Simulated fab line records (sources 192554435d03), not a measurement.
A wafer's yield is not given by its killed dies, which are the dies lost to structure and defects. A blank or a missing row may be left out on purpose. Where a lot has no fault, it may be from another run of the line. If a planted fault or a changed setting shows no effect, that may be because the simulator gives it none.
fab line records -- flow n5_finfet
record lots=7, wafers=39
route steps=1938 shown SD_EPI_N@278 MOL_CONTACT_COAG@559 BEOL_M6@1236 BEOL_M9@1460 BEOL_M14@1751 MIM_BOT_ETCH@1866
start_h: hours from the record's first day to the start of the lot's first wafer shown -- wait_h: how many hours have passed since the lot's step before this one -- " the same as in the row above -- L1.1+2: one row covering several wafers at once -- - value missing, or start not given -- * or withheld: withheld -- < > ~ a bound
route shown NAME@n: NAME is a module with steps in the file, n the number in the route of the first one -- usual: the fault-free wafers' mean and standard deviation -- same: alike in all rows -- chamber/n: place in a boat -- sites: per-site readings -- _std_site: how widely they spread, as a standard deviation -- _edge_site: outer sites' mean less inner sites' -- radius_mm: how far each site lies from the wafer's centre -- mask NAME#n: copy n -- behind: tool/chamber where the wafer was last shaped -- hold: what put the lot on hold/how long, in hours/how the hold closed -- device: names the non-switching transistor (n, p or np) -- end of line: at the end of the route, the tests of the same wafers -- a step with no rows: only its recipe -- killed: not the wafer's yield, but the dies lost to structure and defects at the first sort -- map: a wafer's dies, x killed, . not, _ none there
set.NAME: the run value of the setting; set.NAME@STEP: its run value at that earlier step -- model.NAME: the simulator's own value behind a step, which no gauge read
lots with deliberately changed settings; one table per step, one row per wafer
## steps
# step N5_SD_EPI_N_ETCH_45
# recipe chemistry=CH3F/O2, target=SiOCN, target_depth_a=60, mask_material=SOC, ion_energy_ev=60, bias_w=29, pressure_mtorr=15, source_w=410, Ar_flow_sccm=150, CH3F_flow_sccm=30, O2_flow_sccm=20
lot.wafer,tool,chamber,start_h,wait_h,set.target_depth_a,model.etch.depth_nm
L077.1,rie_diel-05,0,67.97,0.1,60,5.805
L077.2,rie_diel-05,3,67.97,0.1,60,5.864
L077.3,rie_diel-05,1,67.97,0.1,60,5.995
L077.4,rie_diel-05,2,67.97,0.1,60,5.836
L077.5,rie_diel-05,0,67.97,0.1,60,5.811
L077.6,rie_diel-05,3,67.97,0.1,60,5.824
L078.1,rie_diel-02,1,75.29,0.1,60,6.02
L078.2,rie_diel-02,2,75.29,0.1,60,5.979
L078.3,rie_diel-02,3,75.29,0.1,87.18,8.567
L078.4,rie_diel-02,0,75.29,0.1,60,6.069
L078.5,rie_diel-02,1,75.29,0.1,87.18,8.736
L078.6,rie_diel-02,2,75.29,0.1,87.18,8.612
L079.1,rie_diel-02,1,79.27,0.1,60,6.025
L079.2,rie_diel-02,2,79.27,0.1,32.38,3.226
L079.3,rie_diel-02,3,79.27,0.1,60,5.932
L079.4,rie_diel-02,0,79.27,0.1,32.38,3.269
L079.5,rie_diel-02,0,79.27,0.1,60,6.047
L079.6,rie_diel-02,3,79.27,0.1,32.38,3.202
L084.1,rie_diel-02,2,115.55,0.1,60,5.974
L084.2,rie_diel-02,0,115.55,0.1,60,6.006
L084.3,rie_diel-02,3,115.55,0.1,60,5.926
L084.4,rie_diel-02,1,115.55,0.1,60,6.083
L084.5,rie_diel-02,3,115.55,0.1,60,5.956
L084.6,rie_diel-02,0,115.55,0.1,60,6.045
L088.1,rie_diel-06,0,133.84,0.1,89.14,8.807
L088.2,rie_diel-06,3,133.84,0.1,60,6.092
L088.3,rie_diel-06,1,133.84,0.1,60,5.923
L088.4,rie_diel-06,2,133.84,0.1,89.14,8.771
L088.5,rie_diel-06,3,133.84,0.1,60,6.169
L088.6,rie_diel-06,2,133.84,0.1,89.14,8.849
L093.2,rie_diel-06,0,168.49,0.1,60,5.92
L093.3,rie_diel-06,1,168.49,0.1,60,5.841
L093.6,rie_diel-06,1,168.49,0.1,60,5.867
L096.1,rie_diel-02,3,181.42,0.1,60,5.858
L096.2,rie_diel-02,0,181.42,0.1,60,6.052
L096.3,rie_diel-02,1,181.42,0.1,60,5.974
L096.4,rie_diel-02,0,181.42,0.1,60,6.024
L096.5,rie_diel-02,1,181.42,0.1,60,5.983
L096.6,rie_diel-02,3,181.42,0.1,60,5.81
# step N5_MOL_CONTACT_COAG_ALD_27
# recipe material=SiOC, target_thk_a=170, temp_c=400, ald_precursor_family=carbosiloxane, ald_co_reactant=H2-plasma, pulse_time_s=1.5, time_s=2720, purge_time_s=2, co_reactant_purge_time_s=2, ald_cycles=340, pressure_torr=2
lot.wafer,tool,chamber,start_h,wait_h,set.ald_cycles,model.SiOC_of_MOL_CONTACT_COAG_ALD_27.thk_nm
L077.1+2+5,ald_sin-02,"2,3,0",114.90,0.0,340,17
L077.3+4+6,ald_sin-02,"1,0,1",114.90,0.0,504,25.2
L078.1,ald_sin-03,2,128.12,0.0,510,25.6
L078.2+3,ald_sin-03,"0,3",128.12,0.0,510,25.4
L078.4+5+6,ald_sin-03,"1,2,1",128.12,0.0,340,17
L079.1+2+4+5,ald_sin-04,"0,2,3,3",128.33,0.0,340,17
L079.3+6,ald_sin-04,"1,0",128.33,0.0,340,17.2
L084.1+3+4,ald_sin-02,"3,0,1",161.42,0.3,340,17
L084.2+5+6,ald_sin-02,"2,3,2",161.42,0.3,400,20
L088.1+2+3,ald_sin-02,"2,3,0",179.11,1.0,340,17
L088.4+5+6,ald_sin-02,"1,0,3",179.11,1.0,140,7
L093.2+3+6,ald_sin-04,"1,3,3",214.11,0.0,340,17
L096.1+5,ald_sin-04,"2,1",228.26,0.7,432,21.4
L096.2+4,ald_sin-04,"1,0",228.26,0.7,340,17
L096.3,ald_sin-04,3,228.26,0.7,432,21.6
L096.6,ald_sin-04,2,228.26,0.7,340,16.8
# step N5_BEOL_M6_VIA_ETCH_34
# recipe chemistry=C4F6/O2, target=SiCOH_lowk, target_depth_a=1263, mask_material=SOC, taper_deg=4, time_s=50.9, ion_energy_ev=250, pressure_mtorr=30, source_w=345, bias_w=185, Ar_flow_sccm=300, C4F6_flow_sccm=10, O2_flow_sccm=10
lot.wafer,tool,chamber,start_h,wait_h,set.time_s,model.etch.depth_nm,model.SOC_of_BEOL_M6_COAT_63.thk_nm
L079.1,rie_diel-06,3,212.04,0.0,50.9,128.4,54
L079.2,rie_diel-06,2,212.04,0.0,39.24,96.05,55.4
L079.3,rie_diel-06,1,212.04,0.0,39.24,98.53,55.4
L079.4,rie_diel-06,3,212.04,0.0,50.9,128.5,54
L079.5,rie_diel-06,2,212.04,0.0,39.24,96.2,55.4
L079.6,rie_diel-06,1,212.04,0.0,50.9,127.9,54.2
L077.1,rie_diel-05,1,218.81,0.0,32.83,82.28,56.2
L077.2,rie_diel-05,3,218.81,0.0,32.83,79.68,56.4
L077.3,rie_diel-05,0,218.81,0.0,50.9,128.4,53.8
L077.4,rie_diel-05,2,218.81,0.0,50.9,126.6,54
L077.5,rie_diel-05,2,218.81,0.0,50.9,126.7,54
L077.6,rie_diel-05,3,218.81,0.0,32.83,79.65,56.4
L078.1,rie_diel-02,3,218.88,0.0,37.92,90.96,55.8
L078.2,rie_diel-02,0,218.88,0.0,50.9,124.4,54.2
L078.3,rie_diel-02,2,218.88,0.0,37.92,91.48,55.8
L078.4,rie_diel-02,1,218.88,0.0,50.9,125.5,54.2
L078.5,rie_diel-02,0,218.88,0.0,37.92,93.74,55.6
L078.6,rie_diel-02,3,218.88,0.0,50.9,123,54.4
L084.1,rie_diel-02,0,260.88,0.0,69.14,170.7,52
L084.2,rie_diel-02,3,260.88,0.0,50.9,125.8,54
L084.3,rie_diel-02,2,260.88,0.0,50.9,123.4,54.2
L084.4,rie_diel-02,1,260.88,0.0,69.14,172.6,51.8
L084.5,rie_diel-02,0,260.88,0.0,50.9,125.1,54.2
L084.6,rie_diel-02,3,260.88,0.0,69.14,170.8,51.8
L088.1,rie_diel-02,0,270.56,0.0,50.9,124.7,53.8
L088.2,rie_diel-02,2,270.56,0.0,50.9,123.5,54
L088.3,rie_diel-02,1,270.56,0.0,50.9,125.9,53.8
L088.4,rie_diel-02,3,270.56,0.0,50.9,124.3,54
L088.5,rie_diel-02,2,270.56,0.0,50.9,123.9,54
L088.6,rie_diel-02,1,270.56,0.0,50.9,126.3,54
L093.2,rie_diel-06,1,305.30,0.0,50.9,128.4,53.6
L093.3,rie_diel-06,2,305.30,0.0,50.9,124.9,53.8
L093.6,rie_diel-06,2,305.30,0.0,50.9,124.8,53.8
L096.1,rie_diel-05,1,324.09,0.0,50.9,124.6,54.2
L096.2,rie_diel-05,3,324.09,0.0,50.9,122.6,54.4
L096.3,rie_diel-05,2,324.09,0.0,50.9,124.2,54.2
L096.4,rie_diel-05,0,324.09,0.0,50.9,126.5,54.2
L096.5,rie_diel-05,0,324.09,0.0,50.9,127.1,54.2
L096.6,rie_diel-05,1,324.09,0.0,50.9,124.8,54
# step N5_BEOL_M9_CVD_78
# recipe material=Co, target_thk_a=20, temp_c=withheld, precursor=CCTBA/H2, pressure_torr=30, time_s=138.9
lot.wafer,tool,chamber,start_h,wait_h,set.target_thk_a,model.Co_of_BEOL_M9_CVD_78.thk_nm
L079.1+6,cvd_co-01,1,242.85,0.0,11.36,1.2
L079.2+3,cvd_co-01,"0,2",242.85,0.0,20,2
L079.4,cvd_co-01,2,242.85,0.0,20,2.2
L079.5,cvd_co-01,0,242.85,0.0,11.36,1
L077.1+3,cvd_co-02,"1,0",245.00,0.2,15.13,1.6
L077.2+5,cvd_co-02,2,245.00,0.2,20,2
L077.4,cvd_co-02,1,245.00,0.2,20,1.8
L077.6,cvd_co-02,0,245.00,0.2,15.13,1.4
L078.1+2+4,cvd_co-02,"1,2,2",247.29,0.1,20,2
L078.3+5+6,cvd_co-02,"0,1,0",247.29,0.1,23.83,2.4
L084.1+2+6,cvd_co-02,"1,2,2",287.31,0.2,30.02,3
L084.3+4+5,cvd_co-02,"0,0,1",287.31,0.2,20,2
L088.1+3,cvd_co-01,"2,1",298.35,0.2,24.96,2.6
L088.2+5+6,cvd_co-01,"0,1,0",298.35,0.2,20,2
L088.4,cvd_co-01,2,298.35,0.2,24.96,2.4
L093.2,cvd_co-01,1,332.18,0.0,20,2.2
L093.3+6,cvd_co-01,"0,2",332.18,0.0,20,2
L096.1+3+4,cvd_co-02,"2,0,1",350.27,0.0,20,2
L096.2+5,cvd_co-02,"1,0",350.27,0.0,25.87,2.6
L096.6,cvd_co-02,2,350.27,0.0,25.87,2.8
# step N5_BEOL_M14_ETCH_68
# recipe chemistry=N2/H2, target=SOC, mask_material=SiARC, source_w=3000, bias_w=350, temp_c=40, time_s=450, ion_energy_ev=200, pressure_mtorr=30, n2_flow_sccm=200, h2_flow_sccm=200
lot.wafer,tool,chamber,start_h,wait_h,set.time_s,model.SiARC_of_BEOL_M14_COAT_66.thk_nm
L079.1,rie_diel-06,0,271.56,0.1,215.6,88.6
L079.2+5,rie_diel-06,3,271.56,0.1,450,65
L079.3,rie_diel-06,1,271.56,0.1,215.6,88.2
L079.4,rie_diel-06,2,271.56,0.1,215.6,89.2
L079.6,rie_diel-06,0,271.56,0.1,450,65.4
L077.1,rie_diel-05,3,275.19,0.1,450,65.8
L077.2,rie_diel-05,0,275.19,0.1,450,64.4
L077.3,rie_diel-05,1,275.19,0.1,316.3,78.6
L077.4,rie_diel-05,2,275.19,0.1,450,64.6
L077.5,rie_diel-05,3,275.19,0.1,316.3,79.2
L077.6,rie_diel-05,2,275.19,0.1,316.3,78
L078.1,rie_diel-06,1,281.36,0.1,539.5,56.4
L078.2,rie_diel-06,0,281.36,0.1,539.5,56.2
L078.3,rie_diel-06,2,281.36,0.1,450,66.2
L078.4,rie_diel-06,3,281.36,0.1,450,64.8
L078.5,rie_diel-06,0,281.36,0.1,539.5,56
L078.6,rie_diel-06,3,281.36,0.1,450,65.4
L084.1,rie_diel-02,1,318.50,0.1,703.6,40.6
L084.2,rie_diel-02,3,318.50,0.1,450,65.4
L084.3,rie_diel-02,0,318.50,0.1,703.6,41.2
L084.4,rie_diel-02,2,318.50,0.1,703.6,42.2
L084.5,rie_diel-02,2,318.50,0.1,450,66.8
L084.6,rie_diel-02,3,318.50,0.1,450,65.8
L088.1,rie_diel-06,1,331.58,0.1,586.5,51.8
L088.2,rie_diel-06,0,331.58,0.1,450,66.4
L088.3,rie_diel-06,2,331.58,0.1,450,66.8
L088.4,rie_diel-06,3,331.58,0.1,586.5,51
L088.5,rie_diel-06,0,331.58,0.1,586.5,52.4
L088.6,rie_diel-06,1,331.58,0.1,450,66
L093.2,rie_diel-02,0,368.33,0.1,450,66
L093.3,rie_diel-02,2,368.33,0.1,450,64.6
L093.6,rie_diel-02,3,368.33,0.1,450,65.4
L096.1,rie_diel-05,1,389.78,0.1,450,65.6
L096.2,rie_diel-05,2,389.78,0.1,450,65.4
L096.3,rie_diel-05,3,389.78,0.1,450,64.8
L096.4,rie_diel-05,2,389.78,0.1,450,65
L096.5,rie_diel-05,3,389.78,0.1,450,64
L096.6,rie_diel-05,1,389.78,0.1,450,66
# step N5_MIM_BOT_ETCH_ETCH_04
# recipe chemistry=CF4/O2, target=SiNx, target_depth_a=260, time_s=13, ion_energy_ev=100, pressure_mtorr=40, source_w=535, bias_w=49, Ar_flow_sccm=100, cf4_flow_sccm=100, O2_flow_sccm=10
lot.wafer,tool,chamber,start_h,wait_h,set.time_s,model.etch.depth_nm,model.MIM_BOT_ETCH.cd_offset_nm
L079.1,rie_diel-06,1,287.69,0.0,5.347,10.92,0.8
L079.2,rie_diel-06,0,287.69,0.0,5.347,10.59,0.6
L079.3,rie_diel-06,3,287.69,0.0,5.347,10.84,0.8
L079.4,rie_diel-06,2,287.69,0.0,13,25.59,0
L079.5,rie_diel-06,0,287.69,0.0,13,25.81,0
L079.6,rie_diel-06,1,287.69,0.0,13,26.71,0
L077.1,rie_diel-05,2,291.90,0.0,13,25.74,0
L077.2,rie_diel-05,3,291.90,0.0,6.717,13,0.6
L077.3,rie_diel-05,1,291.90,0.0,13,25.82,0
L077.4,rie_diel-05,0,291.90,0.0,6.717,13.75,0.6
L077.5,rie_diel-05,0,291.90,0.0,13,26.38,0
L077.6,rie_diel-05,1,291.90,0.0,6.717,13.36,0.6
L078.1,rie_diel-05,0,295.40,0.0,13,26.19,-0.2
L078.2,rie_diel-05,3,295.40,0.0,9.995,19.21,0.2
L078.3,rie_diel-05,2,295.40,0.0,9.995,19.79,0
L078.4,rie_diel-05,1,295.40,0.0,13,25.71,-0.2
L078.5,rie_diel-05,2,295.40,0.0,9.995,19.72,0
L078.6,rie_diel-05,1,295.40,0.0,13,25.82,-0.2
L084.1,rie_diel-02,3,332.96,0.0,13,25.29,0
L084.2,rie_diel-02,1,332.96,0.0,6.915,13.86,0.6
L084.3,rie_diel-02,0,332.96,0.0,6.915,13.68,0.6
L084.4,rie_diel-02,2,332.96,0.0,6.915,13.33,0.6
L084.5,rie_diel-02,2,332.96,0.0,13,25.24,0
L084.6,rie_diel-02,1,332.96,0.0,13,25.91,0
L088.1,rie_diel-05,3,348.75,0.0,8.317,16.89,0.4
L088.2,rie_diel-05,2,348.75,0.0,8.317,16.39,0.4
L088.3,rie_diel-05,0,348.75,0.0,8.317,16.68,0.4
L088.4,rie_diel-05,1,348.75,0.0,13,25.47,0
L088.5,rie_diel-05,2,348.75,0.0,13,25.76,-0.2
L088.6,rie_diel-05,3,348.75,0.0,13,26.63,0
L093.2,rie_diel-06,0,380.92,0.0,13,25.63,0
L093.3,rie_diel-06,2,380.92,0.0,13,26.6,0
L093.6,rie_diel-06,0,380.92,0.0,13,25.84,0
L096.1,rie_diel-02,2,405.45,0.0,13,26.13,0
L096.2,rie_diel-02,3,405.45,0.0,13,25.48,0
L096.3,rie_diel-02,1,405.45,0.0,17.64,34.95,-0.4
L096.4,rie_diel-02,3,405.45,0.0,17.64,34.5,-0.4
L096.5,rie_diel-02,2,405.45,0.0,13,26.18,0
L096.6,rie_diel-02,1,405.45,0.0,17.64,35.43,-0.4
# step N5_MIM_BOT_ETCH_ETCH_03
# recipe chemistry=Cl2/BCl3, target_depth_a=120, pressure_mtorr=8, icp_w=800, bias_w=100, Cl2_flow_sccm=20, bcl3_flow_sccm=80
lot.wafer,tool,chamber,start_h,wait_h,set.time_s@MIM_BOT_ETCH_ETCH_04,model.MIM_BOT_ETCH.cd_offset_nm
L079.1,rie_metal-02,0,287.78,0.1,5.347,0.6
L079.2,rie_metal-02,1,287.78,0.1,5.347,0.4
L079.3,rie_metal-02,1,287.78,0.1,5.347,0.2
L079.4+5,rie_metal-02,"0,1",287.78,0.1,13,-0.2
L079.6,rie_metal-02,0,287.78,0.1,13,0
L077.1,rie_metal-02,0,291.99,0.1,13,0
L077.2,rie_metal-02,1,291.99,0.1,6.717,0.4
L077.3+5,rie_metal-02,"1,0",291.99,0.1,13,-0.2
L077.4,rie_metal-02,0,291.99,0.1,6.717,0.6
L077.6,rie_metal-02,1,291.99,0.1,6.717,0.2
L078.1,rie_metal-03,0,295.49,0.1,13,0
L078.2,rie_metal-03,1,295.49,0.1,9.995,0
L078.3+5,rie_metal-03,0,295.49,0.1,9.995,0.2
L078.4,rie_metal-03,1,295.49,0.1,13,-0.2
L078.6,rie_metal-03,1,295.49,0.1,13,-0.4
L084.1+5+6,rie_metal-02,"0,1,0",333.05,0.1,13,0
L084.2+4,rie_metal-02,1,333.05,0.1,6.915,0.2
L084.3,rie_metal-02,0,333.05,0.1,6.915,0.6
L088.1,rie_metal-03,0,348.84,0.1,8.317,0.6
L088.2,rie_metal-03,1,348.84,0.1,8.317,0.2
L088.3,rie_metal-03,0,348.84,0.1,8.317,0.4
L088.4+5,rie_metal-03,1,348.84,0.1,13,-0.2
L088.6,rie_metal-03,0,348.84,0.1,13,0
L093.2+3+6,rie_metal-03,"1,0,0",381.01,0.1,13,0.2
L096.1+5,rie_metal-01,1,405.54,0.1,13,0
L096.2,rie_metal-01,0,405.54,0.1,13,-0.2
L096.3+6,rie_metal-01,0,405.54,0.1,17.64,-0.6
L096.4,rie_metal-01,1,405.54,0.1,17.64,-0.4
## key
split step=N5_SD_EPI_N_ETCH_45, setting=target_depth_a, stated=60, by=wafer
response step=N5_SD_EPI_N_ETCH_45, reading=model.etch.depth_nm, change=+0.0581, per=1%, r=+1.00
split step=N5_MOL_CONTACT_COAG_ALD_27, setting=ald_cycles, stated=340, by=wafer
response step=N5_MOL_CONTACT_COAG_ALD_27, reading=model.SiOC_of_MOL_CONTACT_COAG_ALD_27.thk_nm, change=+0.17, per=1%, r=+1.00
split step=N5_BEOL_M6_VIA_ETCH_34, setting=time_s, stated=50.9, by=wafer
response step=N5_BEOL_M6_VIA_ETCH_34, reading=model.etch.depth_nm, change=+1.31, per=1%, r=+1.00
response step=N5_BEOL_M6_VIA_ETCH_34, reading=model.SOC_of_BEOL_M6_COAT_63.thk_nm, change=-0.063, per=1%, r=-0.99
split step=N5_BEOL_M9_CVD_78, setting=target_thk_a, stated=20, by=wafer
response step=N5_BEOL_M9_CVD_78, reading=model.Co_of_BEOL_M9_CVD_78.thk_nm, change=+0.0206, per=1%, r=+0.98
split step=N5_BEOL_M14_ETCH_68, setting=time_s, stated=450, by=wafer
response step=N5_BEOL_M14_ETCH_68, reading=model.SiARC_of_BEOL_M14_COAT_66.thk_nm, change=-0.451, per=1%, r=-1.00
split step=N5_MIM_BOT_ETCH_ETCH_04, setting=time_s, stated=13, by=wafer
response step=N5_MIM_BOT_ETCH_ETCH_04, reading=model.etch.depth_nm, change=+0.258, per=1%, r=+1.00
response step=N5_MIM_BOT_ETCH_ETCH_04, reading=model.MIM_BOT_ETCH.cd_offset_nm, change=-0.0124, per=1%, r=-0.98
response step=N5_MIM_BOT_ETCH_ETCH_03, reading=model.MIM_BOT_ETCH.cd_offset_nm, change=-0.0105, per=1%, r=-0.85
